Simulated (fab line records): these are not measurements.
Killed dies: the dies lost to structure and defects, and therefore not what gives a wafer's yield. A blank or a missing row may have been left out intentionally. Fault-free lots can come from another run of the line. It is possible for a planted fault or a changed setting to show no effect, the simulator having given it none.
fab line records -- flow n5_finfet
record: lots: 6, wafers: 18, last_day: 17
route steps=1938 shown PASS1_DEP@1831 MIM_BOT@1832 MIM_TOP@1834 MIM_TOP_LITHO@1839 PASSIVATION@1936
lots that met no fault: from a run of the same line without faults
start_h: hours from the record's opening day to when the first of the lot's shown wafers began -- wait_h: how many hours have passed since the lot's step before this one -- " the same as in the row above -- L1.1+2: several wafers, shown together as one row -- - value missing, or start not given -- * or withheld: withheld -- < > ~ a bound
route shown NAME@n: NAME is a module with steps in the file, n the number in the route of the first one -- usual: mean/standard deviation taken from wafers without a fault -- same: alike in all rows -- chamber/n: place in a boat -- sites: readings site by site -- _std_site: standard deviation across them -- _edge_site: outer sites' mean less inner sites' -- radius_mm: how far each site lies from the wafer's centre -- mask NAME#n: copy n -- behind: tool/chamber where the wafer was last shaped -- hold: why the lot was held/for how many hours/how that ended -- device: names the non-switching transistor (n, p or np) -- end of line: tests of these same wafers at the route's end -- for a step that has no rows: nothing shown but its recipe -- killed: dies lost to structure and defects at the first sort, not the wafer's yield -- map: shows each die of a wafer: x if killed, . if not, _ if none is there
set.NAME: the setting the step ran with; set.NAME@STEP: the setting that earlier step ran with -- model.NAME: the simulator's own value behind a step, which no gauge read
certain route steps with their lots: each step a table, each wafer a row
services: when a tool's chamber went out of use (start_h, in hours from the record's first day, below 0 if earlier), for how many hours, and the reason
== steps ==
step: N5_PASSIVATION_PECVD_00
recipe: material: SiO2, target_thk_a: 2000, temp_c: 400, precursor: SiH4/N2O, pressure_torr: 2.7, rf_w: 608, time_s: 11.2
usual: heater_power_outer_w: 382/70, heater_power_w: 671/110, showerhead_plenum_p_Torr: 8.12/0.062, throttle_valve_pct: 52/3.2
lot.wafer,tool,chamber,start_h,wait_h,heater_power_outer_w,heater_power_w,showerhead_plenum_p_Torr,throttle_valve_pct
L555.1,pecvd-01,0,244.83,0.8,431,706,8.15,51
L555.3,pecvd-01,2,244.83,0.8,289,507,8.17,47
L555.4,pecvd-01,2,244.83,0.8,301,534,8.18,47
L563.1,pecvd-03,1,291.45,0.8,461,823,8.09,53
L563.2,pecvd-03,0,291.45,0.8,481,823,8.08,54
L563.6,pecvd-03,0,291.45,0.8,471,854,8.09,53
L566.1,pecvd-02,0,314.89,0.8,409,724,8.02,52
L566.4,pecvd-02,0,314.89,0.8,410,736,8.02,52
L566.5,pecvd-02,1,314.89,0.8,393,711,8.25,54
L567.3,pecvd-03,1,327.75,0.5,371,691,8.10,54
L567.5,pecvd-03,0,327.75,0.5,464,796,8.10,54
L567.6,pecvd-03,2,327.75,0.5,329,619,8.07,50
L571.1,pecvd-01,0,338.38,0.8,498,819,8.17,52
L571.3,pecvd-01,2,338.38,0.8,326,574,8.16,47
L571.5,pecvd-01,2,338.38,0.8,332,571,8.16,47
L576.1,pecvd-03,2,387.87,0.8,313,583,8.09,51
L576.4,pecvd-03,2,387.87,0.8,323,594,8.06,51
L576.5,pecvd-03,0,387.87,0.8,378,695,8.10,54
step: N5_MIM_BOT_DEGAS_01
recipe: ambient: vacuum, temp_c: 300, time_s: 60
usual: heater_power_w: 466/35
lot.wafer,tool,chamber,start_h,wait_h,heater_power_w
L555.1,pvd_sputter-03,-,245.44,0.6,424
L555.3,pvd_sputter-03,-,245.44,0.6,496
L555.4,pvd_sputter-03,-,245.44,0.6,470
L563.1,pvd_sputter-03,-,292.68,1.2,430
L563.2,pvd_sputter-03,-,292.68,1.2,513
L563.6,pvd_sputter-03,-,292.68,1.2,517
L566.1,pvd_sputter-01,-,315.35,0.4,501
L566.4,pvd_sputter-01,-,315.35,0.4,482
L566.5,pvd_sputter-01,-,315.35,0.4,410
L567.3,pvd_sputter-03,-,328.41,0.6,477
L567.5,pvd_sputter-03,-,328.41,0.6,506
L567.6,pvd_sputter-03,-,328.41,0.6,490
L571.1,pvd_sputter-01,-,338.98,0.6,417
L571.3,pvd_sputter-01,-,338.98,0.6,490
L571.5,pvd_sputter-01,-,338.98,0.6,494
L576.1,pvd_sputter-03,-,389.64,1.8,419
L576.4,pvd_sputter-03,-,389.64,1.8,490
L576.5,pvd_sputter-03,-,389.64,1.8,492
step: N5_MIM_BOT_SPUTTER_00
recipe: material: TiN, target_thk_a: 350, temp_c: 200, power_w: 3000, chamber_pressure_pa: 0.49996, gas: Ar, reactive_partial_pa: 0.37997, time_s: 89.7
usual: throttle_valve_pct: 29.5/1.2
lot.wafer,tool,chamber,start_h,wait_h,throttle_valve_pct
L555.1,pvd_sputter-03,-,245.48,0.0,29.4
L555.3,pvd_sputter-03,-,245.48,0.0,29.7
L555.4,pvd_sputter-03,-,245.48,0.0,32.2
L563.1,pvd_sputter-03,-,292.72,0.0,29.6
L563.2,pvd_sputter-03,-,292.72,0.0,28.6
L563.6,pvd_sputter-03,-,292.72,0.0,28.7
L566.1,pvd_sputter-01,-,315.39,0.0,29.4
L566.4,pvd_sputter-01,-,315.39,0.0,30.8
L566.5,pvd_sputter-01,-,315.39,0.0,28.8
L567.3,pvd_sputter-03,-,328.45,0.0,32.0
L567.5,pvd_sputter-03,-,328.45,0.0,28.5
L567.6,pvd_sputter-03,-,328.45,0.0,29.9
L571.1,pvd_sputter-01,-,339.02,0.0,28.8
L571.3,pvd_sputter-01,-,339.02,0.0,30.3
L571.5,pvd_sputter-01,-,339.02,0.0,30.5
L576.1,pvd_sputter-03,-,389.68,0.0,29.5
L576.4,pvd_sputter-03,-,389.68,0.0,29.5
L576.5,pvd_sputter-03,-,389.68,0.0,29.8
step: N5_MIM_TOP_ALD_00
recipe: material: Al2O3, target_thk_a: *, temp_c: withheld, ald_precursor_family: TMA, ald_co_reactant: O3, pulse_time_s: withheld, purge_time_s: 3, co_reactant_purge_time_s: withheld, co_reactant_pulse_time_s: 3, ald_cycles: withheld
usual: precursor_pulse_height_rel: 0.996/0.02
lot.wafer,tool,chamber,start_h,wait_h,precursor_pulse_height_rel
L555.1,ald_hk-01,1,245.58,0.1,0.978
L555.3,ald_hk-01,0,245.58,0.1,0.993
L555.4,ald_hk-01,2,245.58,0.1,1.018
L563.1,ald_hk-02,0,292.83,0.1,0.965
L563.2,ald_hk-02,3,292.83,0.1,1.003
L563.6,ald_hk-02,0,292.83,0.1,0.969
L566.1,ald_hk-01,3,315.49,0.1,0.949
L566.4,ald_hk-01,1,315.49,0.1,1.002
L566.5,ald_hk-01,3,315.49,0.1,0.966
L567.3,ald_hk-03,2,328.55,0.1,0.998
L567.5,ald_hk-03,3,328.55,0.1,0.969
L567.6,ald_hk-03,0,328.55,0.1,0.997
L571.1,ald_hk-03,1,339.12,0.1,0.958
L571.3,ald_hk-03,0,339.12,0.1,1.026
L571.5,ald_hk-03,0,339.12,0.1,1.008
L576.1,ald_hk-03,1,389.78,0.1,1.001
L576.4,ald_hk-03,2,389.78,0.1,0.961
L576.5,ald_hk-03,3,389.78,0.1,1.022
step: N5_MIM_TOP_ALD_01
recipe: material: HfO2, target_thk_a: 56, temp_c: withheld, ald_precursor_family: Hf-amide, ald_co_reactant: O3, pulse_time_s: 1, purge_time_s: 3, co_reactant_purge_time_s: 2, co_reactant_pulse_time_s: 3, ald_cycles: 62
usual: precursor_pulse_height_rel: 1.001/0.02
same: co_reactant_pulse_time_s: 3
lot.wafer,tool,chamber,start_h,wait_h,precursor_pulse_height_rel
L555.1,ald_hk-01,1,-,-,0.964
L555.3,ald_hk-01,0,-,-,1.030
L555.4,ald_hk-01,2,-,-,1.047
L563.1,ald_hk-02,0,-,-,0.996
L563.2,ald_hk-02,3,-,-,1.031
L563.6,ald_hk-02,0,-,-,1.020
L566.1,ald_hk-01,3,-,-,1.018
L566.4,ald_hk-01,1,-,-,1.007
L566.5,ald_hk-01,3,-,-,1.005
L567.3,ald_hk-03,2,-,-,0.990
L567.5,ald_hk-03,3,-,-,0.988
L567.6,ald_hk-03,0,-,-,0.987
L571.1,ald_hk-03,1,-,-,0.989
L571.3,ald_hk-03,0,-,-,1.027
L571.5,ald_hk-03,0,-,-,0.990
L576.1,ald_hk-03,1,-,-,1.015
L576.4,ald_hk-03,2,-,-,1.016
L576.5,ald_hk-03,3,-,-,1.009
step: N5_MIM_TOP_ALD_02
recipe: material: Al2O3, target_thk_a: *, temp_c: withheld, ald_precursor_family: TMA, ald_co_reactant: O3, pulse_time_s: withheld, purge_time_s: 3, co_reactant_purge_time_s: withheld, co_reactant_pulse_time_s: 3, ald_cycles: withheld
step: N5_MIM_TOP_DEGAS_04
recipe: ambient: vacuum, temp_c: 300, time_s: 60
step: N5_MIM_TOP_SPUTTER_03
recipe: material: TiN, target_thk_a: 350, temp_c: 200, power_w: 3000, chamber_pressure_pa: 0.49996, gas: Ar, reactive_partial_pa: 0.37997, time_s: 89.7
step: N5_MIM_TOP_LITHO_HMDS_01
recipe: time_s: 60, temp_c: 120
step: N5_MIM_TOP_LITHO_COAT_02
recipe: spin_rpm: *, resist_thk_nm: *
step: N5_MIM_TOP_LITHO_EBR_04
recipe: solvent: PGMEA, ebr_width_mm: 1.5
step: N5_MIM_TOP_LITHO_SOFTBAKE_03
recipe: temp_c: 100, time_s: 90
step: N5_MIM_TOP_LITHO_EXPOSE_05
recipe: mask_id: MIM_TOP, na: 0.55, source_shape: conventional, sigma_outer: 0.8, polarization: unpolarized, target_cd_nm: 2000, dose_mj: 20.5
usual: exposure_dose_mJ_cm2: 20.484/0.02
same: sigma_outer: 0.8
lot.wafer,tool,chamber,start_h,wait_h,mask,exposure_dose_mJ_cm2
L555.1,krf_scanner-01,0,246.38,-,MIM_TOP#0,20.490
L555.3,krf_scanner-01,0,246.38,-,MIM_TOP#0,20.493
L555.4,krf_scanner-01,0,246.38,-,MIM_TOP#0,20.525
L563.1,krf_scanner-01,0,293.94,-,MIM_TOP#0,20.476
L563.2,krf_scanner-01,0,293.94,-,MIM_TOP#0,20.471
L563.6,krf_scanner-01,0,293.94,-,MIM_TOP#0,20.487
L566.1,krf_scanner-01,0,316.30,-,MIM_TOP#0,19.993
L566.4,krf_scanner-01,0,316.30,-,MIM_TOP#0,19.982
L566.5,krf_scanner-01,0,316.30,-,MIM_TOP#0,19.977
L567.3,krf_scanner-01,0,329.90,-,MIM_TOP#0,20.075
L567.5,krf_scanner-01,0,329.90,-,MIM_TOP#0,20.048
L567.6,krf_scanner-01,0,329.90,-,MIM_TOP#0,20.099
L571.1,krf_scanner-02,0,340.98,-,MIM_TOP#0,20.486
L571.3,krf_scanner-02,0,340.98,-,MIM_TOP#0,20.521
L571.5,krf_scanner-02,0,340.98,-,MIM_TOP#0,20.482
L576.1,krf_scanner-02,0,390.55,-,MIM_TOP#0,20.479
L576.4,krf_scanner-02,0,390.55,-,MIM_TOP#0,20.480
L576.5,krf_scanner-02,0,390.55,-,MIM_TOP#0,20.443
step: N5_MIM_TOP_LITHO_PEB_06
recipe: peb_temp_c: withheld, peb_time_s: *
step: N5_PASSIVATION_PROBE_49
usual: defect_limited_yield: 91.5/1.5, killed_at_M0_to_M3: 32/9.4, killed_at_M4_up: 12/5.1, killed_at_contacts: 11/7.4, killed_at_front_end: 41/11, killed_at_other: 3.4/2.5, killed_dies: 100/17, killed_open: 65/14, killed_short: 33/7, sort_bin_4_leakage: 0.00/0.01, sort_bin_5_function: 4.9/0.96, sort_bin_6_memory: 3.1/0.7, sort_n_pass: 1080/17, sort_yield_pct: 91.5/1.5
same: gross_dies: 1180, killed_at_back_side: 0, sort_bin_8_speed[%]: 0
lot.wafer,tool,chamber,start_h,wait_h,defect_limited_yield[%],killed_at_M0_to_M3,killed_at_M4_up,killed_at_contacts,killed_at_front_end,killed_at_other,killed_dies,killed_open,killed_short,sort_bin_4_leakage[%],sort_bin_5_function[%],sort_bin_6_memory[%],sort_n_pass,sort_yield_pct[%]
L563.1,prober-02,-,305.11,0.0,92.4,39,10,6,34,1,90,63,27,0,4.4,3.0,1090,92.4
L563.2,prober-02,-,305.16,0.1,88.3,58,12,10,56,2,138,91,42,0,7.5,3.5,1042,88.3
L563.6,prober-02,-,305.36,0.3,91.6,53,9,5,32,0,99,74,25,0,5.1,3.2,1081,91.6
L566.1,prober-01,-,326.39,0.0,91.9,39,7,8,40,2,96,56,40,0,5.1,2.9,1084,91.9
L566.4,prober-01,-,326.54,0.2,91.9,40,9,12,35,0,96,68,27,0,5.2,2.7,1084,91.9
L566.5,prober-01,-,326.59,0.2,91.0,28,9,5,60,4,106,75,31,0,4.7,3.9,1074,91.0
killed by level:class
L563.1 FIN_SAQP:geometric_particle:open=12 BEOL_M1:geometric_particle:open=11 STI_FIN_REVEAL:geometric_particle:open=7 BEOL_M0_SAQP:geometric_particle:short=7 FIN_SAQP:geometric_particle:short=6 MOL_CONTACT_COAG:geometric_particle:open=4 BEOL_M0_SAQP:geometric_particle:open=4 BEOL_M2:geometric_particle:open=4
L563.2 FIN_SAQP:geometric_particle:open=20 BEOL_M2:geometric_particle:open=18 STI_FIN_REVEAL:geometric_particle:open=11 BEOL_M0_SAQP:geometric_particle:short=10 BEOL_M0_SAQP:geometric_particle:open=8 MOL_CONTACT_COAG:geometric_particle:open=7 BEOL_M1:geometric_particle:open=7 FIN_SAQP:geometric_particle:short=5
L563.6 BEOL_M2:geometric_particle:open=26 FIN_SAQP:geometric_particle:open=9 STI_FIN_REVEAL:geometric_particle:open=9 BEOL_M0_SAQP:geometric_particle:short=8 BEOL_M0_SAQP:geometric_particle:open=7 BEOL_M1:geometric_particle:open=5 MOL_CONTACT_COAG:geometric_particle:open=4 BEOL_M2:geometric_particle:short=3
L566.1 BEOL_M0_SAQP:geometric_particle:short=12 STI_FIN_REVEAL:geometric_particle:open=11 BEOL_M0_SAQP:geometric_particle:open=10 MOL_CONTACT_COAG:geometric_particle:open=7 FIN_SAQP:geometric_particle:open=6 FIN_SAQP:geometric_particle:short=5 STI_FIN_REVEAL:geometric_particle:short=5 BEOL_M2:geometric_particle:open=5
L566.4 STI_FIN_REVEAL:geometric_particle:open=11 BEOL_M0_SAQP:geometric_particle:open=11 BEOL_M0_SAQP:geometric_particle:short=10 MOL_CONTACT_COAG:geometric_particle:open=9 BEOL_M3:geometric_particle:open=9 BEOL_M4:geometric_particle:open=9 DUMMY_GATE:geometric_particle:open=5 FIN_SAQP:geometric_particle:open=4
L566.5 FIN_SAQP:geometric_particle:open=19 STI_FIN_REVEAL:geometric_particle:open=17 FIN_SAQP:geometric_particle:short=11 BEOL_M0_SAQP:geometric_particle:open=9 BEOL_M3:geometric_particle:open=6 STI_FIN_REVEAL:geometric_particle:short=5 BEOL_M0_SAQP:geometric_particle:short=5 BEOL_M4:geometric_particle:open=5
== services ==
tool,chamber,start_h,hours,kind
krf_scanner-02,-,230.84,0.8,pm
krf_scanner-02,-,238.52,0.2,repair
pecvd-03,1,243.14,2.1,scheduled_down
ald_hk-03,-,245.31,1.7,repair
pecvd-02,-,250.62,2.8,pm
krf_scanner-02,-,258.13,11.6,pm
pecvd-01,0,267.75,5.5,scheduled_down
pecvd-03,-,271.33,1.2,repair
krf_scanner-01,-,280.58,0.8,pm
pecvd-02,-,290.31,6.1,repair
pecvd-02,1,298.53,6.5,repair
krf_scanner-01,-,302.66,1.0,pm
ald_hk-02,-,303.70,0.4,repair
krf_scanner-01,-,305.96,0.7,repair
pecvd-01,-,306.51,1.0,repair
krf_scanner-02,-,321.41,4.4,pm
pecvd-01,2,322.01,2.1,scheduled_down
krf_scanner-01,-,325.78,1.3,pm
krf_scanner-01,-,333.95,36.0,pm
krf_scanner-02,-,369.95,4.0,pm
krf_scanner-02,-,373.97,1.3,pm
pecvd-03,1,383.62,-,clean
pecvd-03,1,383.62,-,consumable_replace:showerhead
krf_scanner-01,-,388.50,11.8,repair
== key ==
first_sign: step: N5_MIM_TOP_LITHO_EXPOSE_05, reading: exposure_dose_mJ_cm2, direction: down, sigmas: 22, usual: 20.484, struck: 20.029
effect none on later readings
met_at N5_MIM_TOP_LITHO_EXPOSE_05
struck_wafers L566.1,L566.4,L566.5,L567.3,L567.5,L567.6
loop_trim: step: N5_MIM_TOP_LITHO_EXPOSE_05, setting: dose, lots: L567
onset_between 293.94 316.30
fault: kind: process_parameter_drift, tool: krf_scanner-01, chamber: -, onset_h: 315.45, steps: N5_MIM_TOP_LITHO_EXPOSE_05, channel: dose_mj, offset: -0.51277, shape: step, acts_in: these_recipes_only, stated: 20.5
loop_trim: a control loop set the setting to another value than it would have without faults
